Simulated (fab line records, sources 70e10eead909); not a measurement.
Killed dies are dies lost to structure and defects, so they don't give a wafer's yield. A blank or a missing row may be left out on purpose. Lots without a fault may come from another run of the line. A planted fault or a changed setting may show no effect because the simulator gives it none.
Which tool did it? | flow nand_harc | 14 lots, 42 wafers sampled, at 4 steps of a route of 1159

WHAT THE GAUGES READ, wafer by wafer
The record holds no reading of a measuring or inspecting step that can be judged against a usual standard deviation.

WHICH TOOL RAN EACH LOT (tool, then ch and the chambers of the sampled wafers, then the start)
lot  | NHARC_A_STAIRCASE_DEP_417       | NHARC_A_STAIRCASE_ETCHBACK_422     | NHARC_A_STAIRCASE_DEP_471       | NHARC_A_SGD_CUT_DESCUM_14
L390 | pecvd-01 ch 1,2, day 12 08:22   | rie_diel-01 ch 1,2,3, day 13 21:37 | pecvd-04 ch 0,1,2, day 13 22:18 | rie_diel-04 ch 1,2,3, day 13 23:53
L391 | pecvd-04 ch 0,1,2, day 12 10:26 | rie_diel-13 ch 2,3, day 14 03:08   | pecvd-02 ch 0,2, day 14 03:47   | rie_diel-07 ch 1,3, day 14 05:28
L392 | pecvd-02 ch 0,1, day 12 12:05   | rie_diel-13 ch 1,3, day 14 02:59   | pecvd-04 ch 0,1, day 14 03:42   | rie_diel-03 ch 0,1,3, day 14 05:10
L395 | pecvd-04 ch 0,1,2, day 13 07:02 | rie_diel-11 ch 0,2,3, day 15 04:35 | pecvd-04 ch 0,1, day 15 05:34   | rie_diel-03 ch 0,1,3, day 15 07:24
L394 | pecvd-02 ch 0,1,2, day 13 10:19 | rie_diel-13 ch 0,2, day 15 04:18   | pecvd-01 ch 1,2, day 15 05:07   | rie_diel-04 ch 0,2,3, day 15 07:03
L396 | pecvd-02 ch 0,1, day 14 02:25   | rie_diel-13 ch 1,3, day 15 19:58   | pecvd-01 ch 0,1, day 15 20:37   | rie_diel-03 ch 0,1,3, day 15 22:07
L398 | pecvd-04 ch 0,2, day 14 04:44   | rie_diel-11 ch 0,2,3, day 16 02:29 | pecvd-02 ch 0,1,2, day 16 03:08 | rie_diel-03 ch 1,2, day 16 04:44
L399 | pecvd-02 ch 0,1, day 14 05:40   | rie_diel-01 ch 0,1,2, day 16 02:13 | pecvd-04 ch 1,2, day 16 02:51   | rie_diel-07 ch 0,1,3, day 16 04:29
L400 | pecvd-02 ch 0,1,2, day 14 21:12 | rie_diel-13 ch 1,2,3, day 16 17:29 | pecvd-01 ch 0,1,2, day 16 18:09 | rie_diel-07 ch 1,2,3, day 16 19:46
L403 | pecvd-01 ch 0,1, day 15 11:02   | rie_diel-11 ch 0,1,3, day 17 03:32 | pecvd-01 ch 0,1,2, day 17 04:11 | -
L406 | pecvd-01 ch 1,2, day 15 23:25   | rie_diel-11 ch 0,1,3, day 17 14:29 | pecvd-01 ch 0,2, day 17 15:07   | -
L411 | pecvd-02 ch 0,1,2, day 17 07:47 | rie_diel-01 ch 0,3, day 19 05:12   | pecvd-04 ch 0,1,2, day 19 05:51 | rie_diel-07 ch 0,1,3, day 19 07:32
L410 | pecvd-04 ch 0,2, day 17 14:05   | rie_diel-11 ch 0,1,2, day 19 04:31 | pecvd-04 ch 0,2, day 19 05:08   | rie_diel-03 ch 1,2,3, day 19 06:38
L412 | pecvd-01 ch 0,1, day 17 16:49   | rie_diel-13 ch 1,3, day 19 05:01   | pecvd-01 ch 0,1, day 19 05:41   | rie_diel-04 ch 0,1,2, day 19 07:08
- NHARC_A_STAIRCASE_DEP_417: deposits Si3N4, target thk 60 nm.
- NHARC_A_STAIRCASE_ETCHBACK_422: etches the open film in CH3F/O2, target depth 40 nm, time 74.286 s.
- NHARC_A_STAIRCASE_DEP_471: deposits SiO2, target thk 100 nm.
- NHARC_A_SGD_CUT_DESCUM_14: chemistry O2, time 3 s.

WHAT THE TOOLS THEMSELVES READ (means of the sampled wafers that have a number; where no wafer has one, the mark that the record gives instead)
NHARC_A_STAIRCASE_DEP_417. Usual: heater_power_outer_w 445 W, standard deviation 83; heater_power_w 747 W, standard deviation 110; rf_fwd_power_W 448.8 W, standard deviation 1.3.
lot  | tool     | heater_power_outer_w (W) | heater_power_w (W) | rf_fwd_power_W (W) | flag
L390 | pecvd-01 | 411                      | 757                | 448.5              |
L391 | pecvd-04 | 412                      | 725                | 449.0              |
L392 | pecvd-02 | 481                      | 798                | 449.2              |
L395 | pecvd-04 | 472                      | 809                | 449.1              |
L394 | pecvd-02 | 496                      | 786                | 448.4              |
L396 | pecvd-02 | 478                      | 759                | 448.7              |
L398 | pecvd-04 | 443                      | 776                | 449.1              |
L399 | pecvd-02 | 447                      | 771                | 448.6              |
L400 | pecvd-02 | 465                      | 738                | 448.8              |
L403 | pecvd-01 | 391                      | 660                | 448.2              |
L406 | pecvd-01 | 363                      | 662                | 448.4              |
L411 | pecvd-02 | 509                      | 797                | 449.2              |
L410 | pecvd-04 | 419                      | 740                | 449.4              |
L412 | pecvd-01 | 373                      | 638                | 447.4              |

NHARC_A_STAIRCASE_ETCHBACK_422. Usual: bias_w 99.9 W, standard deviation 0.31; drypump_motor_current_A 5.7 A, standard deviation 0.35; oes_product_au 0.98 a.u., standard deviation 0.036; rf_fwd_power_W 496.3 W, standard deviation 1.7; rf_vpp_V 244.5 V, standard deviation 1.5; showerhead_plenum_p_Torr 2.47 Torr, standard deviation 0.09; throttle_valve_pct 20.663 %, standard deviation 0.0092.
lot  | tool        | bias_w (W) | drypump_motor_current_A (A) | oes_product_au (a.u.) | rf_fwd_power_W (W) | rf_vpp_V (V) | showerhead_plenum_p_Torr (Torr) | throttle_valve_pct (%) | flag
L390 | rie_diel-01 | 99.9       | 5.9                         | 1.01                  | 496.5              | 245.0        | 2.46                            | 20.656                 |
L391 | rie_diel-13 | 99.9       | 5.4                         | 1.01                  | 495.9              | 244.4        | 2.42                            | 20.668                 |
L392 | rie_diel-13 | 99.7       | 5.5                         | 1.01                  | 496.2              | 244.8        | 2.46                            | 20.658                 |
L395 | rie_diel-11 | 99.8       | 5.6                         | 0.92                  | 498.5              | 244.3        | 2.50                            | 20.663                 |
L394 | rie_diel-13 | 100.1      | 5.7                         | 1.02                  | 496.8              | 244.9        | 2.53                            | 20.654                 |
L396 | rie_diel-13 | 100.0      | 5.5                         | 0.93                  | 495.9              | 244.1        | 2.42                            | 20.663                 |
L398 | rie_diel-11 | 99.9       | 5.6                         | 0.93                  | 497.2              | 245.2        | 2.49                            | 20.663                 |
L399 | rie_diel-01 | 100.1      | 5.7                         | 1.00                  | 494.9              | 243.7        | 2.46                            | 20.663                 |
L400 | rie_diel-13 | 99.8       | 5.4                         | 1.00                  | 495.8              | 243.6        | 2.45                            | 20.664                 |
L403 | rie_diel-11 | 100.0      | 5.7                         | 1.00                  | 497.4              | 244.8        | 2.50                            | 20.663                 |
L406 | rie_diel-11 | 99.7       | 5.7                         | 0.99                  | 496.7              | 244.6        | 2.50                            | 20.664                 |
L411 | rie_diel-01 | 100.0      | 5.6                         | 0.99                  | 494.1              | 244.3        | 2.48                            | 20.661                 |
L410 | rie_diel-11 | 100.1      | 5.6                         | 0.92                  | 497.0              | 243.9        | 2.44                            | 20.663                 |
L412 | rie_diel-13 | 99.7       | 5.5                         | 0.92                  | 494.5              | 244.3        | 2.45                            | 20.668                 |

NHARC_A_STAIRCASE_DEP_471. Usual: chamber_pressure_Torr 6.501 Torr, standard deviation 0.015; flow_sccm 2649 sccm, standard deviation 7.9; heater_power_w 590 W, standard deviation 99; rf_fwd_power_W 896 W, standard deviation 3; throttle_valve_pct 15.9 %, standard deviation 0.66.
lot  | tool     | chamber_pressure_Torr (Torr) | flow_sccm (sccm) | heater_power_w (W) | rf_fwd_power_W (W) | throttle_valve_pct (%) | flag
L390 | pecvd-04 | 6.503                        | 2651             | 669                | 896                | 15.7                   |
L391 | pecvd-02 | 6.498                        | 2650             | 608                | 896                | 15.7                   |
L392 | pecvd-04 | 6.491                        | 2649             | 565                | 899                | 15.9                   |
L395 | pecvd-04 | 6.497                        | 2647             | 654                | 894                | 16.0                   |
L394 | pecvd-01 | 6.516                        | 2643             | 656                | 896                | 16.4                   |
L396 | pecvd-01 | 6.509                        | 2656             | 517                | 895                | 16.3                   |
L398 | pecvd-02 | 6.506                        | 2657             | 588                | 896                | 15.2                   |
L399 | pecvd-04 | 6.498                        | 2654             | 616                | 892                | 15.2                   |
L400 | pecvd-01 | 6.502                        | 2643             | 529                | 897                | 16.5                   |
L403 | pecvd-01 | -                            | -                | -                  | -                  | -                      | OFF
L406 | pecvd-01 | -                            | -                | -                  | -                  | -                      | OFF
L411 | pecvd-04 | 6.496                        | 2648             | 602                | 895                | 15.3                   |
L410 | pecvd-04 | 6.498                        | 2654             | 639                | 895                | 15.8                   |
L412 | pecvd-01 | 6.490                        | 2652             | 509                | 897                | 15.8                   |

NHARC_A_SGD_CUT_DESCUM_14. Usual: drypump_motor_current_A 5.6 A, standard deviation 0.45; oes_product_au 0.997 a.u., standard deviation 0.016; rf_vpp_V 57.8 V, standard deviation 0.96; showerhead_plenum_p_Torr 1.91 Torr, standard deviation 0.08; throttle_valve_pct 11.311 %, standard deviation 0.0086.
lot  | tool        | drypump_motor_current_A (A) | oes_product_au (a.u.) | rf_vpp_V (V) | showerhead_plenum_p_Torr (Torr) | throttle_valve_pct (%) | flag
L390 | rie_diel-04 | 5.7                         | 0.990                 | 56.5         | 1.91                            | 11.308                 |
L391 | rie_diel-07 | 6.0                         | 0.995                 | 57.4         | 1.85                            | 11.305                 |
L392 | rie_diel-03 | 5.3                         | 1.009                 | 58.3         | 1.95                            | 11.311                 |
L395 | rie_diel-03 | 5.3                         | 1.006                 | 56.6         | 1.94                            | 11.317                 |
L394 | rie_diel-04 | 5.5                         | 1.003                 | 57.5         | 1.91                            | 11.307                 |
L396 | rie_diel-03 | 5.3                         | 1.010                 | 58.0         | 1.94                            | 11.306                 |
L398 | rie_diel-03 | 5.3                         | 1.000                 | 57.9         | 1.92                            | 11.309                 |
L399 | rie_diel-07 | 6.0                         | 0.992                 | 58.1         | 1.86                            | 11.305                 |
L400 | rie_diel-07 | 5.9                         | 1.005                 | 57.9         | 1.89                            | 11.318                 |
L411 | rie_diel-07 | 6.0                         | 0.997                 | 58.1         | 1.86                            | 11.305                 |
L410 | rie_diel-03 | 5.1                         | 0.983                 | 57.5         | 1.98                            | 11.305                 |
L412 | rie_diel-04 | 5.6                         | 0.996                 | 57.8         | 1.89                            | 11.307                 |

THE ANSWER, worked out from the rows above alone
Rule: a lot is off if the mean of its wafers that have a number lies more than 3 standard deviations from the usual mean. A lot without any number at a reading at which 4 lots or more have one is off too. The other lots that the step has rows for count as sound. The gauges are gone through in route order, then the tools' own readings, and for those a lot's mean is taken as printed above. The first step at which some lot is off is used, and at that step the reading that is off furthest; a lot without a number counts as furthest.
Off: L403, L406, at NHARC_A_STAIRCASE_DEP_471 (chamber_pressure_Torr). Without a number there: L403, L406.
A tool fits if, at that step or a process step before it, it ran every lot that is off, and no sound lot after the first of them. None of those tried fits.

WHAT THE SIMULATOR HAD PUT IN
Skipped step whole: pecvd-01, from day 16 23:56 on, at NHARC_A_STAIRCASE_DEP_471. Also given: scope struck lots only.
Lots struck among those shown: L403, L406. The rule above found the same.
